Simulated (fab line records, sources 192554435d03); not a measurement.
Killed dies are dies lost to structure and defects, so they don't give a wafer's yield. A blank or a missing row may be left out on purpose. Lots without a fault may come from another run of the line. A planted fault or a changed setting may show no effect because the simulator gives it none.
fab line records | flow n5_finfet
record lots=8 wafers=23 last_day=18
route steps=1938 shown BEOL_M10@1531 BEOL_M11@1546 BEOL_M15@1830 PASSIVATION@1936
lots that met no fault: from a run of the same line without faults
start_h: hours from the record's first day to the start of the lot's first wafer shown | wait_h: hours since the lot's step before | " the same as in the row above | L1.1+2: a row that stands for several wafers | - no value, or no start given | * or withheld: withheld | < > ~ a bound
route shown NAME@n: a module of which the file shows steps, and the number in the route of the first | usual: mean/standard deviation of fault-free wafers | same: alike in all rows | chamber/n: place in a boat | sites: the reading at each site | _std_site: their standard deviation | _edge_site: outer sites' mean less inner sites' | radius_mm: how far each site lies from the wafer's centre | mask NAME#n: copy n | behind: the tool/chamber that last shaped the wafer | hold: why the lot was held/for how many hours/how that ended | device: the transistor (n, p or np) that didn't switch | end of line: the same wafers' tests at the end of the route | a step without rows: its recipe alone | killed: dies lost to structure and defects at the first sort, not the wafer's yield | map: a wafer's dies, x killed, . not, _ none there
set.NAME: the setting as run; set.NAME@STEP: as run at that earlier step | model.NAME: the simulator's own value behind a step, which no gauge read
steps of the route over a sample of lots; a table a step, a row a wafer
services: from which hour (start_h, from the record's first day; less than 0 if before it) a tool's chamber was out of use, for how many hours, and why
## steps
# step N5_BEOL_M10_THK_MEAS_53
# recipe thk_meas_gauge=xrf reads=Cu_of_BEOL_M10_ECD_50
# usual M10_THK=141/3.8
# columns lot.wafer tool chamber start_h wait_h M10_THK[nm]
L294.1 film_metro-02 - 280.49 - 146
L294.5 " - " " 148
L297.2 film_metro-02 - 302.43 - 136
L297.3 " - " " 135
L297.4 " - " " 142
L301.3 film_metro-02 - 302.70 - 139
L301.4 " - " " 136
L301.5 " - " " 143
L300.2 film_metro-02 - 306.35 - 140
L300.4 " - " " 144
L300.5 " - " " 141
L306.1 film_metro-01 - 331.33 - 135
L306.3 " - " " 141
L306.6 " - " " 133
L307.1 film_metro-02 - 347.87 - 137
L307.4 " - " " 140
L307.5 " - " " 136
L311.1 film_metro-01 - 377.32 - 147
L311.3 " - " " 139
L311.6 " - " " 136
L309.1 film_metro-01 - 379.39 - 148
L309.4 " - " " 143
L309.5 " - " " 139
# step N5_BEOL_M10_DEP_56
# recipe material=SiCN target_thk_a=150 temp_c=withheld precursor=3MS/NH3 pressure_torr=3 rf_w=202 time_s=26.5
# usual showerhead_plenum_p_Torr=3.657/0.0088 throttle_valve_pct=9.4/0.61
# same time_s=26.5
# columns lot.wafer tool chamber start_h wait_h showerhead_plenum_p_Torr throttle_valve_pct
L294.1 pecvd-03 1 280.55 0.0 3.664 9.6
L294.5 " 0 " " 3.641 9.6
L297.2 pecvd-03 1 302.50 0.0 3.668 10.1
L297.3 " 0 " " 3.645 9.3
L297.4 " 2 " " 3.670 9.1
L301.3 pecvd-03 0 302.76 0.0 3.635 9.5
L301.4 " 0 " " 3.648 9.4
L301.5 " 1 " " 3.653 10.0
L300.2 pecvd-01 2 306.41 0.0 3.656 8.8
L300.4 " 2 " " 3.665 8.5
L300.5 " 0 " " 3.651 10.4
L306.1 pecvd-04 2 331.39 0.0 3.652 8.9
L306.3 " 1 " " 3.650 8.9
L306.6 " 2 " " 3.651 8.8
L307.1 pecvd-04 0 347.93 0.0 3.656 8.4
L307.4 " 2 " " 3.651 8.9
L307.5 " 1 " " 3.659 8.5
L311.1 pecvd-04 0 377.38 0.0 3.674 8.3
L311.3 " 2 " " 3.657 8.8
L311.6 " 0 " " 3.669 8.4
L309.1 pecvd-04 0 379.45 0.0 3.665 8.5
L309.4 " 1 " " 3.658 8.8
L309.5 " 2 " " 3.650 8.9
# step N5_BEOL_M10_INSPECT_58
# recipe inspect_instrument=darkfield mode=post_dep
# usual raw_defect_count=77/26
# columns lot.wafer tool chamber start_h wait_h raw_defect_count
L294.1 defect_inspect-01 - 280.65 0.0 73
L294.5 " - " " 83
L297.2 defect_inspect-01 - 302.59 0.0 73
L297.3 " - " " 87
L297.4 " - " " 80
L301.3 defect_inspect-01 - 302.86 0.0 74
L301.4 " - " " 90
L301.5 " - " " 79
L300.2 defect_inspect-02 - 306.51 0.0 62
L300.4 " - " " 54
L300.5 " - " " 61
L306.1 defect_inspect-02 - 331.49 0.0 84
L306.3 " - " " 75
L306.6 " - " " 68
L307.1 defect_inspect-01 - 348.03 0.0 68
L307.4 " - " " 63
L307.5 " - " " 64
L311.1 defect_inspect-01 - 377.48 0.0 74
L311.3 " - " " 83
L311.6 " - " " 103
L309.1 defect_inspect-02 - 379.55 0.0 49
L309.4 " - " " 97
L309.5 " - " " 111
# step N5_BEOL_M11_EXPOSE_08
# recipe mask_id=M11 na=1.35 source_shape=dipole sigma_inner=0.411 sigma_outer=0.611 polarization=te dose_mj=53.75
# usual exposure_dose_mJ_cm2=53.70/0.059
# same sigma_outer=0.611
# columns lot.wafer tool chamber start_h wait_h mask exposure_dose_mJ_cm2
L294.1 arfi_scanner-02 0 282.57 - M11#0 53.67
L294.5 " 0 " " M11#0 53.73
L297.2 arfi_scanner-01 0 305.80 - M11#0 53.75
L297.3 " 0 " " M11#0 53.77
L297.4 " 0 " " M11#0 53.73
L301.3 arfi_scanner-01 0 305.94 - M11#0 53.77
L301.4 " 0 " " M11#0 53.70
L301.5 " 0 " " M11#0 53.75
L300.2 arfi_scanner-01 0 308.93 - M11#0 47.51
L300.4 " 0 " " M11#0 47.56
L300.5 " 0 " " M11#0 47.53
L306.1 arfi_scanner-01 0 334.24 - M11#0 49.86
L306.3 " 0 " " M11#0 49.91
L306.6 " 0 " " M11#0 49.80
L307.1 arfi_scanner-02 0 350.78 - M11#0 53.72
L307.4 " 0 " " M11#0 53.61
L307.5 " 0 " " M11#0 53.68
L311.1 arfi_scanner-03 0 379.92 - M11#0 53.74
L311.3 " 0 " " M11#0 53.80
L311.6 " 0 " " M11#0 53.71
L309.1 arfi_scanner-02 0 380.91 - M11#0 53.57
L309.4 " 0 " " M11#0 53.71
L309.5 " 0 " " M11#0 53.69
# step N5_BEOL_M11_CD_MEAS_11
# recipe target_cd_nm=64.1 landing_energy_ev=500 detector=se_inlens polarity=opening
# usual cd_nm=64.0/0.81
# columns lot.wafer tool chamber start_h wait_h cd_nm
L294.1 cd_sem-01 0 282.70 - 63.8
L294.5 " 0 " " 63.0
L297.2 cd_sem-01 0 305.92 - 63.7
L297.3 " 0 " " 63.9
L297.4 " 0 " " 64.7
L301.3 cd_sem-01 0 306.06 - 63.9
L301.4 " 0 " " 64.4
L301.5 " 0 " " 63.8
L300.2 cd_sem-01 0 309.05 - 58.8
L300.4 " 0 " " 58.2
L300.5 " 0 " " 57.9
L306.1 cd_sem-01 0 334.36 - 60.4
L306.3 " 0 " " 58.9
L306.6 " 0 " " 59.0
L307.1 cd_sem-03 0 350.90 - 63.7
L307.4 " 0 " " 62.4
L307.5 " 0 " " 63.0
L311.1 cd_sem-03 0 380.05 - 63.9
L311.3 " 0 " " 63.7
L311.6 " 0 " " 63.2
L309.1 cd_sem-01 0 381.04 - 64.9
L309.4 " 0 " " 64.9
L309.5 " 0 " " 63.4
# step N5_BEOL_M11_CD_MEAS_18
# recipe pitch_nm=140 target_cd_nm=70
# usual cd_nm=69.7/0.97
# columns lot.wafer tool chamber start_h wait_h cd_nm
L294.1 cd_sem-02 - 283.31 0.0 69.7
L294.5 " - " " 68.4
L297.2 cd_sem-01 - 306.47 0.1 69.3
L297.3 " - " " 70.1
L297.4 " - " " 71.0
L301.3 cd_sem-03 - 306.68 0.1 69.8
L301.4 " - " " 69.8
L301.5 " - " " 70.4
L300.2 cd_sem-03 - 309.59 0.1 65.4
L300.4 " - " " 64.2
L300.5 " - " " 64.4
L306.1 cd_sem-01 - 335.08 0.0 65.4
L306.3 " - " " 64.8
L306.6 " - " " 63.7
L307.1 cd_sem-01 - 351.62 0.0 69.1
L307.4 " - " " 68.1
L307.5 " - " " 68.8
L311.1 cd_sem-01 - 380.59 0.0 69.4
L311.3 " - " " 68.6
L311.6 " - " " 68.1
L309.1 cd_sem-03 - 381.58 0.0 71.0
L309.4 " - " " 70.4
L309.5 " - " " 69.2
# step N5_BEOL_M15_RC_MEAS_101
# usual COMB_M10=1.4e-11/3.2e-12 COMB_M11=1.4e-11/3.1e-12 COMB_M12=6e-12/1.3e-12 COMB_M13=4.5e-12/8e-13 COMB_M14=3.3e-12/7.4e-13 COMB_M15=2.2e-12/5.7e-13 COMB_M5=3.7e-11/7.1e-12 COMB_M6=2.6e-11/5.2e-12 COMB_M7=2.5e-11/5.2e-12 COMB_M8=2.5e-11/4.6e-12 COMB_M9=1.5e-11/3.3e-12 SERP_M10=3.04/0.1 SERP_M10_max_site=3.13/0.1 SERP_M11=3.08/0.1 SERP_M11_max_site=3.18/0.11 SERP_M12=0.631/0.023 SERP_M13=0.308/0.0071 SERP_M14=0.159/0.0065 SERP_M5=39.0/1.9 SERP_M6=13.7/0.66 SERP_M7=14.0/0.7 SERP_M8=13.6/0.65 SERP_M9=3.06/0.11
# columns lot.wafer tool chamber start_h wait_h COMB_M10[S/m] COMB_M11[S/m] COMB_M12[S/m] COMB_M13[S/m] COMB_M14[S/m] COMB_M15[S/m] COMB_M5[S/m] COMB_M6[S/m] COMB_M7[S/m] COMB_M8[S/m] COMB_M9[S/m] SERP_M10[ohm/um] SERP_M10_max_site[ohm/um] SERP_M11[ohm/um] SERP_M11_max_site[ohm/um] SERP_M12[ohm/um] SERP_M13[ohm/um] SERP_M14[ohm/um] SERP_M5[ohm/um] SERP_M6[ohm/um] SERP_M7[ohm/um] SERP_M8[ohm/um] SERP_M9[ohm/um]
L294.1 prober-01 0 310.19 0.0 1.3e-11 1.4e-11 3.9e-12 4.4e-12 4.2e-12 2.8e-12 3.1e-11 2e-11 3.7e-11 2.6e-11 1.5e-11 2.92 3.00 3.10 3.28 0.650 0.312 0.158 36.1 13.7 14.6 13.6 2.95
L294.5 " 0 " " 1.1e-11 1.4e-11 5.4e-12 4.8e-12 2.9e-12 2.4e-12 3.3e-11 2.9e-11 3.8e-11 1.9e-11 1.4e-11 2.92 2.95 3.28 3.42 0.587 0.320 0.157 39.4 14.0 13.2 13.5 3.04
L301.3 prober-02 0 331.85 0.3 8e-12 1.4e-11 5.4e-12 5e-12 2.8e-12 2.1e-12 4.7e-11 2.1e-11 2.2e-11 2.5e-11 1.3e-11 3.05 3.13 3.16 3.33 0.666 0.311 0.159 42.5 13.1 13.4 13.1 2.99
L301.4 " 0 " " 1.4e-11 1e-11 5.3e-12 4.1e-12 3.6e-12 1.6e-12 5.4e-11 3.2e-11 2.2e-11 2.6e-11 1.1e-11 3.18 3.24 3.09 3.12 0.652 0.312 0.151 39.1 14.0 16.2 13.7 3.07
L301.5 " 0 " " 9e-12 1.4e-11 5.9e-12 4.6e-12 2.7e-12 1.3e-12 4.3e-11 3.9e-11 2.1e-11 2.6e-11 1.8e-11 2.94 3.06 3.29 3.35 0.679 0.307 0.159 44.9 13.2 14.7 12.5 3.30
L297.2 prober-02 0 338.47 0.2 1.6e-11 1.2e-11 7.2e-12 2.9e-12 3e-12 2.2e-12 3.7e-11 2.8e-11 2.9e-11 2.1e-11 1.6e-11 3.13 3.16 3.08 3.13 0.593 0.315 0.152 40.0 15.1 12.9 14.6 2.95
L297.3 " 0 " " 1.6e-11 1.4e-11 7.1e-12 3.9e-12 3e-12 2.4e-12 3.9e-11 3.6e-11 2.1e-11 2.5e-11 1.7e-11 3.11 3.14 2.98 3.07 0.639 0.312 0.151 40.0 14.9 13.5 13.6 3.21
L297.4 " 0 " " 1.8e-11 1e-11 5.6e-12 3e-12 2.7e-12 2.1e-12 4.8e-11 2.5e-11 2.8e-11 2.3e-11 1.3e-11 3.03 3.12 3.08 3.15 0.641 0.314 0.165 37.8 14.0 13.4 13.8 3.19
L300.2 prober-02 0 343.45 0.7 1.2e-11 1.5e-11 6.7e-12 3.5e-12 4.1e-12 1.7e-12 3.9e-11 3e-11 2.8e-11 2.5e-11 1.3e-11 3.10 3.21 3.42 3.56 0.651 0.303 0.161 38.8 13.2 14.1 13.1 3.00
L300.4 " 0 " " 1.3e-11 1.6e-11 6.7e-12 3.9e-12 3.2e-12 2.4e-12 2.9e-11 3e-11 2.6e-11 2.5e-11 1.2e-11 2.99 3.06 3.53 3.58 0.623 0.304 0.161 36.4 13.5 13.9 13.0 3.13
L300.5 " 0 " " 1.7e-11 1.4e-11 7e-12 3.1e-12 3.5e-12 2.1e-12 4e-11 2.5e-11 1.8e-11 2.1e-11 1.5e-11 3.06 3.13 3.46 3.54 0.630 0.307 0.171 37.4 14.0 14.5 13.7 3.13
L306.1 prober-02 0 371.47 0.0 1e-11 1.7e-11 9e-12 4.3e-12 5.1e-12 1.5e-12 3.8e-11 2.3e-11 2.7e-11 2.6e-11 1.2e-11 3.26 3.34 3.39 3.43 0.607 0.300 0.163 39.5 14.9 13.5 13.9 3.11
L306.3 " 0 " " 1.3e-11 1.3e-11 4.8e-12 5e-12 4.3e-12 2.1e-12 4.1e-11 3.1e-11 1.9e-11 2.3e-11 1.5e-11 3.14 3.29 3.44 3.54 0.593 0.310 0.149 39.0 14.4 14.3 13.8 3.15
L306.6 " 0 " " 1.4e-11 1.2e-11 4.8e-12 4.5e-12 3.8e-12 2e-12 3.8e-11 2.4e-11 2.2e-11 3.1e-11 1e-11 3.37 3.49 3.43 3.51 0.597 0.312 0.166 41.4 15.1 14.8 13.2 3.09
L307.1 prober-02 0 376.77 0.0 1.9e-11 1.2e-11 5e-12 4.8e-12 3.6e-12 1.5e-12 4.9e-11 2.2e-11 2.9e-11 1.8e-11 1.8e-11 3.07 3.17 3.13 3.16 0.642 0.296 0.148 41.6 13.1 13.3 13.3 2.92
L307.4 " 0 " " 1.2e-11 6e-12 7.7e-12 3.6e-12 3.7e-12 1.3e-12 3.5e-11 3e-11 3e-11 2.3e-11 1.5e-11 3.07 3.10 3.14 3.25 0.612 0.294 0.160 40.9 14.1 14.1 13.2 3.02
L307.5 " 0 " " 1.8e-11 8e-12 5.3e-12 3.7e-12 2.6e-12 3.3e-12 3e-11 2.8e-11 2e-11 2.8e-11 8e-12 3.07 3.14 3.11 3.21 0.622 0.327 0.158 40.4 15.1 14.3 13.7 2.97
L311.1 prober-01 0 408.41 0.0 1.3e-11 1.2e-11 6.4e-12 4.9e-12 3.6e-12 1.7e-12 2.4e-11 2.7e-11 2.5e-11 2.6e-11 1.5e-11 3.08 3.16 3.02 3.17 0.616 0.297 0.158 39.4 13.0 13.8 14.9 3.07
L311.3 " 0 " " 1.9e-11 1.6e-11 6e-12 4.7e-12 5.1e-12 2.6e-12 3.8e-11 3e-11 2.6e-11 2.2e-11 1.7e-11 3.15 3.25 3.13 3.19 0.646 0.301 0.161 35.0 12.5 13.7 13.5 3.11
L311.6 " 0 " " 1.1e-11 1.1e-11 4.9e-12 4.2e-12 4.6e-12 1.4e-12 3.8e-11 2.8e-11 3.2e-11 2.4e-11 1e-11 3.28 3.37 3.09 3.24 0.659 0.308 0.160 37.8 13.3 14.2 14.6 2.99
L309.1 prober-02 0 408.78 0.0 1.1e-11 1.6e-11 6e-12 3.9e-12 3.2e-12 1.8e-12 2.5e-11 2.6e-11 3.3e-11 2.7e-11 1.2e-11 2.95 3.05 3.00 3.11 0.616 0.307 0.154 40.5 14.7 12.6 13.2 3.16
L309.4 " 0 " " 1.1e-11 2.5e-11 5.6e-12 3.6e-12 2.4e-12 3.4e-12 3.4e-11 1.9e-11 3e-11 2.5e-11 1.3e-11 3.05 3.08 2.90 3.06 0.627 0.293 0.162 41.9 14.1 13.3 13.0 3.12
L309.5 " 0 " " 1.5e-11 1.6e-11 4.2e-12 5e-12 2.9e-12 2.5e-12 3.9e-11 3.1e-11 2.5e-11 2.7e-11 1e-11 2.97 3.13 3.10 3.25 0.615 0.307 0.164 38.0 14.1 14.7 14.2 3.02
# sites SERP_M11 radius_mm=0,75,75,75,75,140,140,140,140
L294.1 3.10 3.09 3.08 3.14 3.08 3.28 3.23 3.28 3.10
L301.3 3.01 3.09 3.12 3.16 3.09 3.22 3.33 3.21 3.27
L297.2 3.13 3.08 3.08 3.10 3.10 3.04 2.98 2.98 3.03
L300.2 3.29 3.41 3.42 3.40 3.42 3.46 3.51 3.44 3.56
L306.1 3.36 3.38 3.41 3.43 3.39 3.27 3.39 3.29 3.41
L307.1 3.15 3.13 3.13 3.15 3.16 3.04 3.09 3.05 3.10
L311.1 2.87 3.02 2.98 2.97 2.99 3.09 3.03 3.03 3.17
L309.1 2.91 3.00 2.98 3.05 2.94 3.05 3.05 3.11 2.93
# step N5_PASSIVATION_PROBE_49
# usual defect_limited_yield=91.0/1.4 killed_at_M0_to_M3=36/9.6 killed_at_M4_up=14/6.1 killed_at_contacts=13/6.6 killed_at_front_end=40/11 killed_at_other=3.2/2.9 killed_dies=106/17 killed_open=71/12 killed_short=33/7.3 sort_bin_5_function=5.3/1 sort_bin_6_memory=3.4/0.68 sort_bin_8_speed=0.0/0.51 sort_n_pass=1073/19 sort_yield_pct=91.0/1.6
# same gross_dies=1180 killed_at_back_side=0 sort_bin_4_leakage[%]=0
# columns lot.wafer tool chamber start_h wait_h defect_limited_yield[%] killed_at_M0_to_M3 killed_at_M4_up killed_at_contacts killed_at_front_end killed_at_other killed_dies killed_open killed_short sort_bin_5_function[%] sort_bin_6_memory[%] sort_bin_8_speed[%] sort_n_pass sort_yield_pct[%]
L294.1 prober-01 - 327.19 0.0 91.9 29 16 11 38 1 95 64 31 5.0 2.9 0 1085 91.9
L294.5 prober-01 - 327.39 0.2 90.3 39 11 15 50 0 115 75 40 6.4 3.1 0 1065 90.3
L301.3 prober-01 - 347.88 0.1 88.8 41 20 12 58 1 132 84 47 6.2 4.2 0 1048 88.8
L301.4 prober-01 - 347.93 0.2 89.2 42 16 17 52 0 127 76 49 6.5 4.1 0.1 1053 89.2
L301.5 prober-01 - 347.98 0.2 90.1 50 14 13 37 3 117 83 34 5.6 4.0 0 1063 90.1
L297.2 prober-02 - 353.65 0.1 90.9 27 16 28 35 1 107 69 34 5.1 3.6 0 1073 90.9
L297.3 prober-02 - 353.70 0.1 91.5 40 8 24 28 0 100 64 36 5.3 3.2 0 1080 91.5
L297.4 prober-02 - 353.75 0.2 89.7 46 19 15 38 3 121 84 33 6.9 3.2 0 1059 89.7
L300.2 prober-02 - 357.74 0.4 91.8 40 4 7 32 14 97 64 33 5.2 2.9 0 1083 91.8
L300.4 prober-02 - 357.84 0.5 88.6 47 4 11 54 18 134 84 46 6.4 4.7 0 1046 88.6
L300.5 prober-02 - 357.89 0.6 91.5 27 8 24 36 5 100 68 32 4.5 3.8 0 1080 91.5
L306.1 prober-01 - 385.25 0.0 92.2 32 25 13 22 0 92 58 34 4.3 3.3 0 1088 92.2
L306.3 prober-01 - 385.35 0.1 90.6 50 12 8 41 0 111 64 39 5.7 2.8 0 1069 90.6
L306.6 prober-01 - 385.50 0.3 90.2 59 15 16 26 0 116 79 34 4.9 4.6 0 1064 90.2
L307.1 prober-02 - 391.42 0.0 89.7 46 9 13 47 6 121 81 33 6.0 3.8 0 1059 89.7
L307.4 prober-02 - 391.57 0.2 93.3 30 8 10 28 3 79 51 28 3.8 2.6 0 1101 93.3
L307.5 prober-02 - 391.62 0.2 91.9 40 13 17 26 0 96 62 33 4.9 3.0 0 1084 91.9
L311.1 prober-01 - 425.14 0.0 90.6 43 5 10 51 2 111 76 34 5.3 3.9 0 1069 90.6
L311.3 prober-01 - 425.24 0.1 92.6 32 11 13 27 4 87 62 22 4.2 3.0 0 1093 92.6
L311.6 prober-01 - 425.39 0.3 93.0 23 11 21 28 0 83 64 18 4.1 2.8 0 1097 93.0
L309.1 prober-02 - 426.15 0.0 92.8 27 9 23 24 2 85 54 30 4.3 2.8 0 1095 92.8
L309.4 prober-02 - 426.30 0.2 92.9 26 16 11 25 6 84 58 22 3.8 3.1 0 1096 92.9
L309.5 prober-02 - 426.35 0.2 92.8 30 9 12 29 5 85 53 28 4.3 2.7 0 1095 92.8
# killed by level:class
L294.1 STI_FIN_REVEAL:geometric_particle:open=13 MOL_CONTACT_COAG:geometric_particle:open=11 FIN_SAQP:geometric_particle:open=6 STI_FIN_REVEAL:geometric_particle:short=6 BEOL_M2:geometric_particle:open=6 FIN_SAQP:geometric_particle:short=5 BEOL_M3:geometric_particle:short=5 BEOL_M0_SAQP:geometric_particle:short=5
L294.5 FIN_SAQP:geometric_particle:open=15 FIN_SAQP:geometric_particle:short=14 MOL_CONTACT_COAG:geometric_particle:open=12 STI_FIN_REVEAL:geometric_particle:open=10 BEOL_M0_SAQP:geometric_particle:short=9 BEOL_M0_SAQP:geometric_particle:open=7 BEOL_M2:geometric_particle:open=7 BEOL_M3:geometric_particle:open=7
L301.3 BEOL_M0_SAQP:geometric_particle:open=20 FIN_SAQP:geometric_particle:short=15 FIN_SAQP:geometric_particle:open=15 BEOL_M0_SAQP:geometric_particle:short=11 MOL_CONTACT_COAG:geometric_particle:open=8 BEOL_M4:geometric_particle:open=8 STI_FIN_REVEAL:geometric_particle:open=7 DUMMY_GATE:geometric_particle:open=7
L301.4 FIN_SAQP:geometric_particle:short=14 FIN_SAQP:geometric_particle:open=13 MOL_CONTACT_COAG:geometric_particle:open=13 BEOL_M2:geometric_particle:open=13 BEOL_M0_SAQP:geometric_particle:short=9 BEOL_M0_SAQP:geometric_particle:open=8 DUMMY_GATE:geometric_particle:open=6 STARTING-WAFER:geometric_particle:short=5
L301.5 BEOL_M2:geometric_particle:open=15 BEOL_M0_SAQP:geometric_particle:short=11 MOL_CONTACT_COAG:geometric_particle:open=10 BEOL_M0_SAQP:geometric_particle:open=10 FIN_SAQP:geometric_particle:open=7 FIN_SAQP:geometric_particle:short=6 GATE_CUT:geometric_particle:open=6 BEOL_M3:geometric_particle:open=5
L297.2 MOL_CONTACT_COAG:geometric_particle:open=22 BEOL_M2:geometric_particle:open=8 GATE_CUT:geometric_particle:short=6 BEOL_M5:geometric_particle:open=6 DUMMY_GATE:geometric_particle:open=5 MOL_CONTACT_COAG:geometric_particle:short=5 DUMMY_GATE:geometric_particle:short=4 GATE_CUT:geometric_particle:open=4
L297.3 MOL_CONTACT_COAG:geometric_particle:open=18 GATE_CUT:geometric_particle:short=7 BEOL_M0_SAQP:geometric_particle:open=7 BEOL_M0_SAQP:geometric_particle:short=7 STI_FIN_REVEAL:geometric_particle:open=6 MOL_CONTACT_COAG:geometric_particle:short=6 BEOL_M3:geometric_particle:short=6 BEOL_M2:geometric_particle:open=5
L297.4 BEOL_M1:geometric_particle:open=11 MOL_CONTACT_COAG:geometric_particle:open=11 BEOL_M2:geometric_particle:open=11 STI_FIN_REVEAL:geometric_particle:open=6 BEOL_M0_SAQP:geometric_particle:short=6 BEOL_M0_SAQP:geometric_particle:open=6 BEOL_M3:geometric_particle:open=6 BEOL_M5:geometric_particle:open=6
L300.2 BEOL_M3:geometric_particle:open=9 FIN_SAQP:geometric_particle:short=8 BEOL_M0_SAQP:geometric_particle:open=8 BEOL_M2:geometric_particle:open=8 STI_FIN_REVEAL:geometric_particle:open=6 MOL_CONTACT_COAG:geometric_particle:open=6 GATE_CUT:geometric_particle:short=5 BEOL_M0_SAQP:geometric_particle:short=5
L300.4 STI_FIN_REVEAL:geometric_particle:open=20 BEOL_M1:geometric_particle:open=10 MOL_CONTACT_COAG:geometric_particle:open=9 BEOL_M2:geometric_particle:open=8 BEOL_M3:geometric_particle:open=8 MIM_BOT:geometric_particle:short=7 BEOL_M0_SAQP:geometric_particle:short=5 GATE_CUT:geometric_particle:open=5
L300.5 MOL_CONTACT_COAG:geometric_particle:open=18 BEOL_M0_SAQP:geometric_particle:short=9 BEOL_M3:geometric_particle:open=8 FIN_SAQP:geometric_particle:open=7 MOL_CONTACT_COAG:geometric_particle:short=6 STI_FIN_REVEAL:geometric_particle:open=4 DUMMY_GATE:geometric_particle:open=4 ILD0:geometric_particle:open=4
L306.1 BEOL_M4:geometric_particle:open=13 MOL_CONTACT_COAG:geometric_particle:open=10 BEOL_M1:geometric_particle:open=10 BEOL_M0_SAQP:geometric_particle:short=9 BEOL_M1:geometric_particle:short=7 STARTING-WAFER:geometric_particle:open=4 STARTING-WAFER:geometric_particle:short=4 FIN_SAQP:geometric_particle:short=3
L306.3 BEOL_M1:geometric_particle:open=14 BEOL_M0_SAQP:geometric_particle:open=10 FIN_SAQP:geometric_particle:short=9 BEOL_M4:geometric_particle:open=8 BEOL_M1:geometric_particle:short=7 BEOL_M2:geometric_particle:open=7 MOL_CONTACT_COAG:geometric_particle:open=6 FIN_SAQP:geometric_particle:open=5
L306.6 BEOL_M1:geometric_particle:open=18 MOL_CONTACT_COAG:geometric_particle:open=13 BEOL_M0_SAQP:geometric_particle:open=12 BEOL_M0_SAQP:geometric_particle:short=11 BEOL_M1:geometric_particle:short=6 FIN_SAQP:geometric_particle:short=5 FIN_SAQP:geometric_particle:open=5 BEOL_M3:geometric_particle:open=4
L307.1 STI_FIN_REVEAL:geometric_particle:open=17 BEOL_M2:geometric_particle:open=16 MOL_CONTACT_COAG:geometric_particle:open=10 BEOL_M3:geometric_particle:open=10 BEOL_M0_SAQP:geometric_particle:short=7 FIN_CUT:area_etch=7 BEOL_M4:geometric_particle:open=6 DUMMY_GATE:geometric_particle:open=5
L307.4 DUMMY_GATE:geometric_particle:open=9 BEOL_M2:geometric_particle:open=8 MOL_CONTACT_COAG:geometric_particle:open=7 FIN_SAQP:geometric_particle:short=5 BEOL_M0_SAQP:geometric_particle:short=5 BEOL_M0:geometric_particle:open=5 BEOL_M0_SAQP:geometric_particle:open=4 STARTING-WAFER:geometric_particle:short=4
L307.5 MOL_CONTACT_COAG:geometric_particle:open=13 BEOL_M3:geometric_particle:open=13 BEOL_M0_SAQP:geometric_particle:short=7 FIN_SAQP:geometric_particle:short=6 BEOL_M2:geometric_particle:open=6 DUMMY_GATE:geometric_particle:open=5 STI_FIN_REVEAL:geometric_particle:open=4 GATE_CUT:geometric_particle:short=4
L311.1 BEOL_M2:geometric_particle:open=21 STI_FIN_REVEAL:geometric_particle:open=19 MOL_CONTACT_COAG:geometric_particle:open=8 FIN_SAQP:geometric_particle:open=7 FIN_SAQP:geometric_particle:short=7 GATE_CUT:geometric_particle:short=5 STARTING-WAFER:geometric_particle:short=5 BEOL_M0_SAQP:geometric_particle:short=4
L311.3 MOL_CONTACT_COAG:geometric_particle:open=10 BEOL_M0_SAQP:geometric_particle:open=9 BEOL_M2:geometric_particle:open=8 BEOL_M4:geometric_particle:open=7 STI_FIN_REVEAL:geometric_particle:open=5 DUMMY_GATE:geometric_particle:open=5 BEOL_M1:geometric_particle:open=5 MOL_CONTACT_COAG:geometric_particle:short=3
L311.6 MOL_CONTACT_COAG:geometric_particle:open=16 FIN_SAQP:geometric_particle:open=7 STI_FIN_REVEAL:geometric_particle:open=7 BEOL_M2:geometric_particle:open=7 BEOL_M0_SAQP:geometric_particle:open=5 MOL_CONTACT_COAG:geometric_particle:short=5 BEOL_M1:geometric_particle:open=5 BEOL_M4:geometric_particle:open=4
L309.1 MOL_CONTACT_COAG:geometric_particle:open=19 STARTING-WAFER:geometric_particle:short=6 BEOL_M2:geometric_particle:open=5 BEOL_M0_SAQP:geometric_particle:open=5 BEOL_M3:geometric_particle:open=5 MOL_CONTACT_COAG:geometric_particle:short=4 BEOL_M0_SAQP:geometric_particle:short=4 BEOL_M4:geometric_particle:open=4
L309.4 MOL_CONTACT_COAG:geometric_particle:open=9 DUMMY_GATE:geometric_particle:open=7 BEOL_M0_SAQP:geometric_particle:short=5 BEOL_M2:geometric_particle:open=5 BEOL_M4:geometric_particle:open=5 STI_FIN_REVEAL:geometric_particle:open=4 GATE_CUT:geometric_particle:short=4 BEOL_M0_SAQP:geometric_particle:open=4
L309.5 MOL_CONTACT_COAG:geometric_particle:open=11 BEOL_M2:geometric_particle:open=7 FIN_SAQP:geometric_particle:short=5 BEOL_M1:geometric_particle:open=5 BEOL_M4:geometric_particle:open=5 BEOL_M0_SAQP:geometric_particle:open=4 BEOL_M0_SAQP:geometric_particle:short=4 BEOL_M0:geometric_particle:short=4
## services
# columns tool chamber start_h hours kind
arfi_scanner-02 - 260.47 2.5 repair
arfi_scanner-01 - 261.07 1.0 pm
arfi_scanner-03 - 274.80 1.3 pm
pecvd-03 2 277.72 2.1 scheduled_down
pecvd-01 1 278.30 5.0 scheduled_down
arfi_scanner-01 0 286.79 - calibration
arfi_scanner-01 - 292.60 3.1 pm
arfi_scanner-03 0 300.05 - calibration
arfi_scanner-02 - 302.17 1.0 pm
arfi_scanner-01 - 314.49 0.8 pm
arfi_scanner-03 - 322.70 4.9 pm
arfi_scanner-01 - 323.08 1.1 repair
pecvd-03 - 325.45 6.0 pm
arfi_scanner-02 - 328.73 1.8 repair
arfi_scanner-02 - 330.57 1.3 pm
arfi_scanner-01 - 346.50 1.3 pm
arfi_scanner-03 - 349.59 1.0 pm
arfi_scanner-02 0 355.25 - calibration
arfi_scanner-01 - 365.18 1.0 pm
## key
first_sign step=N5_BEOL_M11_EXPOSE_08 reading=exposure_dose_mJ_cm2 direction=down sigmas=84 usual=53.70 struck=48.69
effect step=N5_BEOL_M11_CD_MEAS_11 reading=cd_nm direction=down sigmas=6.4 usual=64.0 struck=58.9 through=control_loop
effect step=N5_BEOL_M11_CD_MEAS_18 reading=cd_nm direction=down sigmas=5.3 usual=69.7 struck=64.6 through=control_loop
effect step=N5_BEOL_M15_RC_MEAS_101 reading=SERP_M11 direction=up sigmas=3.5 usual=3.08 struck=3.44
met_at N5_BEOL_M11_EXPOSE_08
struck_lots L300,L306
loop_trim step=N5_BEOL_M11_EXPOSE_08 setting=dose lots=L306
not_acting_at N5_BEOL_M10_THK_MEAS_53,N5_BEOL_M10_DEP_56,N5_BEOL_M10_INSPECT_58
onset_between 305.94 308.93
fault kind=process_parameter_drift tool=arfi_scanner-01 chamber=- onset_h=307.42 steps=N5_BEOL_M11_EXPOSE_08 channel=dose_mj offset=-6.0926 shape=step acts_in=these_recipes_only stated=53.75
# loop_trim: a control loop set the setting to another value than it would have without faults
